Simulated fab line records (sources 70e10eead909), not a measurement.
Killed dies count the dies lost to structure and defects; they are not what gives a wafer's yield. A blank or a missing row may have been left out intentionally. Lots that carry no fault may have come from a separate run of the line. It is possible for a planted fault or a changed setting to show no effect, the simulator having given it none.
fab line records	flow nandHarc	part 2 of 2: steps 5 to 6 of 6
record lots=23	wafers=69	lastDay=34
route steps=1302 shown A_CHANNEL_HOLE_D1@469 A_ONON_D2@565 A_CHANNEL_HOLE_D2@571
lots untouched by any fault: they come from a run of this same line in which no faults occurred
startH: start of the lot's first displayed wafer, in hours after the record's first day	waitH: how many hours have passed since the lot's step before this one	" the same as in the row above	L1.1+2: a single row standing in for several wafers	- no value, or no start given	* or withheld: withheld	< > ~ a bound
route shown NAME@n: NAME is a module with steps in the file, n the number in the route of the first one	usual: average and standard deviation across the fault-free wafers	same: alike in all rows	chamber/n: place in a boat	sites: readings site by site	_std_site: the standard deviation of these	_edge_site: inner sites' mean taken away from outer sites' mean	radiusMm: for every site, how far away it sits from the centre of the wafer	mask NAME#n: copy n	behind: the tool/chamber that last shaped the wafer	hold: the reason the lot was held/the length of the hold in hours/how it ended	device: the n, p or np transistor that did not switch	end of line: the route-end tests of the same wafers	step lacking rows: just its recipe	killed: dies lost to structure and defects at the first sort, not the wafer's yield	map: the dies of a wafer, with x for killed, . for not killed, _ for no die there
set.NAME: the run value of the setting; set.NAME@STEP: its run value at that earlier step	model.NAME: the simulator's own value behind a step, which no gauge read
the route's steps for a sample of lots (tables are steps, rows are wafers)
services: the hour from which a tool's chamber was out of use, counted from the record's first day as startH (under 0 if before that day), plus the number of hours and why
## steps
# step NHARC_A_CHANNEL_HOLE_D2_ETCH_22
# recipe biasV=3000	sourceW=withheld	pressureMtorr=20	timeS=666.7	arFlowSccm=375	c4f8FlowSccm=89.3	o2FlowSccm=35.7	tempC=-20	targetDepthA=16000	chemistry=C4F8/O2/Ar
# usual drypumpMotorCurrentA=5.5/0.39	mfcArSccm=375.0/1.1	showerheadPlenumPTorr=3.65/0.14	throttleValvePct=32.155/0.0099
lot.wafer	tool	chamber	startH	waitH	drypumpMotorCurrentA	mfcArSccm	rfHoursCounterH	showerheadPlenumPTorr	throttleValvePct
L074.2	harEtch-02	1	293.99	0.4	4.9	375.9	355	3.51	32.145
L074.4	"	0	"	"	5.9	374.6	-	3.73	32.155
L074.5	"	0	"	"	5.9	374.0	-	3.73	32.171
L075.2	harEtch-01	1	294.91	0.4	5.9	373.4	158	3.70	32.155
L075.3	"	0	"	"	5.3	373.8	-	3.52	32.162
L075.6	"	0	"	"	5.3	375.6	-	3.52	32.152
L076.2	harEtch-01	0	316.42	0.4	5.3	375.1	169	3.52	32.150
L076.1	"	1	"	"	5.9	377.7	169	3.69	32.144
L076.3	"	1	"	"	5.9	377.8	-	3.69	32.146
L078.2	harEtch-02	0	330.12	0.4	5.9	376.5	370	3.73	32.167
L078.4	"	0	"	"	5.9	376.1	-	3.73	32.145
L078.6	"	1	"	"	4.9	374.2	-	3.50	32.156
L077.1	harEtch-01	1	335.58	0.4	5.9	376.1	177	3.69	32.165
L077.4	"	0	"	"	5.3	373.4	-	3.51	32.128
L077.5	"	1	"	"	5.9	374.5	-	3.69	32.163
L079.1	harEtch-02	0	351.45	0.4	5.9	376.0	386	3.72	32.155
L079.2	"	1	"	"	4.9	374.9	386	3.49	32.144
L079.4	"	0	"	"	5.9	374.6	-	3.72	32.141
L080.2	harEtch-01	0	353.68	0.4	5.3	375.6	188	3.51	32.144
L080.1	"	1	"	"	5.9	374.5	188	3.68	32.147
L080.6	"	1	"	"	5.9	375.4	-	3.68	32.142
L081.1	harEtch-01	0	363.90	0.4	5.3	374.1	192	3.50	32.152
L081.3	"	0	"	"	5.3	373.6	-	3.50	32.157
L081.4	"	1	"	"	5.9	375.4	-	3.68	32.141
L082.4	harEtch-01	0	372.05	0.4	5.3	373.6	-	3.50	32.151
L082.5	"	0	"	"	5.3	375.8	-	3.50	32.165
L082.6	"	1	"	"	5.9	376.0	-	3.67	32.154
L083.3	harEtch-01	1	384.42	0.4	5.9	377.2	-	3.67	32.164
L083.6	"	0	"	"	5.3	375.5	-	3.50	32.179
L083.5	"	1	"	"	5.9	377.3	-	3.67	32.156
L084.2	harEtch-02	0	398.11	0.4	5.9	376.4	1	3.71	32.160
L084.5	"	1	"	"	4.9	373.6	-	3.93	32.152
L084.6	"	0	"	"	5.9	373.5	-	3.71	32.147
L085.4	harEtch-01	0	399.93	0.4	5.3	373.6	-	3.49	32.161
L085.3	"	1	"	"	5.9	375.9	-	3.66	32.157
L085.5	"	0	"	"	5.3	374.8	-	3.49	32.158
L086.1	harEtch-02	0	422.28	0.4	5.9	375.8	16	3.70	32.152
L086.3	"	0	"	"	5.9	375.1	-	3.70	32.156
L086.6	"	0	"	"	5.9	373.3	-	3.70	32.161
L087.1	harEtch-02	0	444.57	0.4	5.9	375.9	24	3.69	32.156
L087.3	"	0	"	"	5.9	373.3	-	3.69	32.143
L087.5	"	1	"	"	4.9	376.3	-	3.92	32.153
L088.1	harEtch-01	1	448.56	0.4	5.9	375.9	249	3.65	32.152
L088.4	"	1	"	"	5.9	375.6	-	3.65	32.153
L088.3	"	0	"	"	5.3	375.3	-	3.47	32.154
L089.2	harEtch-01	1	452.84	0.4	5.9	375.9	253	3.65	32.145
L089.3	"	0	"	"	5.3	374.3	-	3.47	32.158
L089.4	"	1	"	"	5.9	375.5	-	3.65	32.150
L090.2	harEtch-02	0	459.14	0.4	5.9	375.1	35	3.69	32.153
L090.1	"	1	"	"	4.9	376.1	35	3.91	32.161
L090.6	"	0	"	"	5.9	376.5	-	3.69	32.162
L091.2	harEtch-01	1	467.93	0.4	5.9	374.1	264	3.64	32.169
L091.4	"	0	"	"	5.3	374.0	-	3.47	32.156
L091.5	"	0	"	"	5.3	373.2	-	3.47	32.139
L093.3	harEtch-01	0	485.75	0.4	5.3	374.8	-	3.46	32.171
L093.4	"	1	"	"	5.9	375.5	-	3.63	32.161
L093.5	"	0	"	"	5.3	374.4	-	3.46	32.148
L094.1	harEtch-01	0	489.71	0.4	5.3	376.2	279	3.46	32.151
L094.4	"	0	"	"	5.3	374.0	-	3.46	32.164
L094.3	"	1	"	"	5.9	375.6	-	3.63	32.143
L095.4	harEtch-02	1	508.58	0.4	4.9	376.4	-	3.90	32.153
L095.5	"	1	"	"	4.9	375.3	-	3.90	32.169
L095.6	"	0	"	"	5.9	375.3	-	3.67	32.150
L096.2	harEtch-01	1	512.17	0.4	5.9	373.9	291	3.63	32.138
L096.1	"	0	"	"	5.3	373.2	291	3.45	32.146
L096.5	"	0	"	"	5.3	374.0	-	3.45	32.167
L097.2	harEtch-02	1	536.11	0.4	5.0	375.0	81	3.89	32.143
L097.4	"	1	"	"	4.9	376.0	-	3.89	32.155
L097.6	"	0	"	"	5.9	372.9	-	3.66	32.145
# step NHARC_A_CHANNEL_HOLE_D2_ETCH_44
# recipe targetDepthA=1400	overetchA=140	timeS=77	ionEnergyEv=100	cf4FlowSccm=80	o2FlowSccm=20	arFlowSccm=0	rfW=300	biasW=100	chemistry=CF4/O2
# usual drypumpMotorCurrentA=5.7/0.42	mfcArSccm=0.005/0.0094	oesProductAu=0.998/0.013	rfVppV=197.2/1.5	showerheadPlenumPTorr=1.30/0.065	throttleValvePct=13.397/0.0086
lot.wafer	tool	chamber	startH	waitH	drypumpMotorCurrentA	mfcArSccm	oesProductAu	rfHoursCounterH	rfVppV	showerheadPlenumPTorr	throttleValvePct
L074.4	rieDiel-13	1	297.85	0.1	5.8	0.008	1.009	7.3	195.8	1.26	13.396
L074.2	"	2	"	"	6.3	0	0.991	7.9	197.8	1.25	13.391
L074.5	"	2	"	"	6.2	0	1.004	-	196.7	1.25	13.398
L075.2	rieDiel-10	0	298.72	0.1	5.8	0	0.997	2.4	195.6	1.24	13.395
L075.3	"	1	"	"	6.1	0.013	1.009	2.6	198.5	1.36	13.412
L075.6	"	2	"	"	5.9	0.038	0.993	-	197.9	1.29	13.401
L076.1	rieDiel-10	3	320.28	0.1	5.7	0.006	0.994	3.4	198.0	1.38	13.387
L076.3	"	1	"	"	6.1	0.013	1.006	3.9	197.8	1.36	13.397
L076.2	"	2	"	"	5.9	0.038	0.997	3.7	196.6	1.29	13.379
L078.2	rieDiel-07	1	333.93	0.1	5.1	0	1.027	1.4	196.6	1.25	13.408
L078.6	"	0	"	"	6.2	0	0.998	-	196.4	1.28	13.409
L078.4	"	1	"	"	5.1	0	1.022	-	196.1	1.25	13.407
L077.1	rieDiel-10	0	339.35	0.1	5.8	0	1.005	3.8	196.6	1.24	13.386
L077.4	"	1	"	"	6.1	0.013	1.001	4.2	198.3	1.36	13.391
L077.5	"	3	"	"	5.7	0.006	1.009	-	200.4	1.38	13.384
L079.4	rieDiel-07	2	355.29	0.1	5.9	0	0.989	2.0	199.2	1.43	13.401
L079.2	"	3	"	"	5.6	0.007	1.005	1.9	196.2	1.27	13.409
L079.1	"	1	"	"	5.1	0	1.027	2.8	195.1	1.25	13.394
L080.2	rieDiel-07	2	357.55	0.1	5.9	0	0.984	2.1	200.4	1.43	13.401
L080.1	"	3	"	"	5.6	0.007	1.002	2.1	198.5	1.27	13.397
L080.6	"	2	"	"	5.8	0	0.986	-	198.4	1.43	13.394
L081.1	rieDiel-07	2	367.74	0.0	5.9	0	0.992	2.7	199.9	1.43	13.396
L081.4	"	0	"	"	6.2	0	0.994	4.0	196.5	1.28	13.378
L081.3	"	1	"	"	5.0	0	1.011	3.6	196.3	1.25	13.388
L082.4	rieDiel-07	3	375.73	0.1	5.6	0.007	0.994	3.8	197.0	1.27	13.386
L082.5	"	0	"	"	6.2	0	0.991	-	196.7	1.28	13.392
L082.6	"	1	"	"	5.0	0	1.018	-	195.6	1.25	13.406
L083.3	rieDiel-07	0	388.01	0.1	6.2	0	0.997	5.6	197.3	1.28	13.395
L083.6	"	2	"	"	5.8	0	0.997	-	199.2	1.42	13.402
L083.5	"	3	"	"	5.6	0.007	0.998	-	196.7	1.27	13.392
L084.2	rieDiel-13	3	401.90	0.1	6.5	0	0.995	2.0	194.8	1.25	13.394
L084.6	"	2	"	"	6.3	0	1.000	-	196.4	1.25	13.390
L084.5	"	3	"	"	6.5	0	0.996	-	195.2	1.25	13.391
L085.4	rieDiel-07	1	403.72	0.1	5.0	0	1.013	-	195.4	1.25	13.411
L085.3	"	3	"	"	5.6	0.007	0.997	-	197.8	1.27	13.385
L085.5	"	1	"	"	5.1	0	1.003	-	196.3	1.25	13.409
L086.3	rieDiel-13	0	426.15	0.1	5.0	0	0.986	4.1	196.7	1.27	13.403
L086.1	"	1	"	"	5.8	0.008	1.012	3.8	195.0	1.26	13.401
L086.6	"	0	"	"	5.0	0	0.983	-	196.5	1.27	13.402
L087.1	rieDiel-13	3	448.33	0.1	6.5	0	0.995	4.6	196.3	1.25	13.402
L087.3	"	1	"	"	5.8	0.008	1.007	4.9	195.6	1.26	13.394
L087.5	"	2	"	"	6.3	0	1.005	-	195.9	1.25	13.405
L088.1	rieDiel-07	3	452.43	0.1	5.6	0.007	0.984	7.7	195.5	1.27	13.404
L088.3	"	0	"	"	6.2	0	0.976	7.9	197.4	1.28	13.398
L088.4	"	2	"	"	5.9	0	0.989	7.1	200.0	1.42	13.398
L089.2	rieDiel-07	2	456.59	0.1	5.8	0	0.994	7.3	198.9	1.42	13.406
L089.4	"	0	"	"	6.2	0	0.988	8.0	198.3	1.28	13.396
L089.3	"	1	"	"	5.0	0	1.029	7.8	196.3	1.25	13.397
L090.1	rieDiel-07	1	463.00	0.1	5.0	0	1.007	8.1	196.3	1.25	13.395
L090.2	"	2	"	"	5.8	0	0.982	7.6	199.3	1.42	13.399
L090.6	"	1	"	"	5.0	0	1.030	-	195.7	1.25	13.403
L091.4	rieDiel-10	0	471.76	0.1	5.8	0	1.003	2.7	196.0	1.24	13.372
L091.2	"	1	"	"	6.2	0.013	0.971	2.4	199.4	1.36	13.388
L091.5	"	0	"	"	5.8	0	0.997	-	197.1	1.24	13.396
L093.3	rieDiel-07	3	489.41	0.1	5.6	0.007	0.989	0.9	197.4	1.27	13.393
L093.4	"	0	"	"	6.2	0	1.000	0.6	198.3	1.28	13.386
L093.5	"	2	"	"	5.8	0	0.995	-	200.7	1.42	13.389
L094.1	rieDiel-10	3	493.57	0.1	5.7	0.006	0.978	6.4	197.5	1.38	13.416
L094.4	"	0	"	"	5.8	0	1.005	4.6	196.3	1.24	13.408
L094.3	"	1	"	"	6.1	0.013	0.987	3.9	198.4	1.36	13.403
L095.4	rieDiel-13	0	512.27	0.1	5.0	0	1.009	10.5	195.9	1.26	13.398
L095.5	"	3	"	"	6.5	0	0.985	-	197.5	1.25	13.401
L095.6	"	0	"	"	5.0	0	1.015	-	195.7	1.26	13.390
L096.2	rieDiel-07	0	516.02	0.1	6.2	0	0.998	1.5	196.2	1.28	13.391
L096.1	"	1	"	"	5.0	0	1.008	1.6	196.1	1.25	13.405
L096.5	"	3	"	"	5.6	0.007	1.000	-	197.0	1.27	13.394
L097.4	rieDiel-07	3	539.98	0.1	5.6	0.007	1.003	3.3	197.0	1.27	13.407
L097.2	"	1	"	"	5.0	0	0.996	3.1	196.6	1.25	13.396
L097.6	"	3	"	"	5.6	0.007	1.001	-	196.9	1.27	13.408
## services
tool	chamber	startH	hours	kind
rieDiel-07	2	173.77	2.9	repair
rieDiel-06	2	177.92	1.8	repair
rieDiel-07	3	238.86	5.8	repair
rieDiel-07	-	273.15	0.3	repair
rieDiel-07	1	279.68	17.5	repair
rieDiel-07	3	290.85	6.1	repair
rieDiel-06	3	291.71	6.7	repair
rieDiel-07	-	294.20	9.0	pm
rieDiel-06	-	307.21	9.0	pm
rieDiel-07	-	337.48	1.4	repair
rieDiel-07	2	400.84	7.9	repair
rieDiel-07	3	401.84	1.5	repair
rieDiel-07	0	402.21	5.4	repair
rieDiel-06	1	403.52	15.9	repair
rieDiel-06	2	418.61	2.5	repair
rieDiel-07	0	427.79	5.0	repair
rieDiel-06	0	438.61	1.3	repair
rieDiel-06	-	467.94	0.6	repair
rieDiel-06	0	470.22	6.9	repair
rieDiel-07	-	471.20	9.0	pm
rieDiel-06	3	474.31	1.5	repair
rieDiel-06	-	484.21	9.0	pm
rieDiel-06	-	512.94	0.2	repair
harEtch-01	-	530.70	9.8	repair
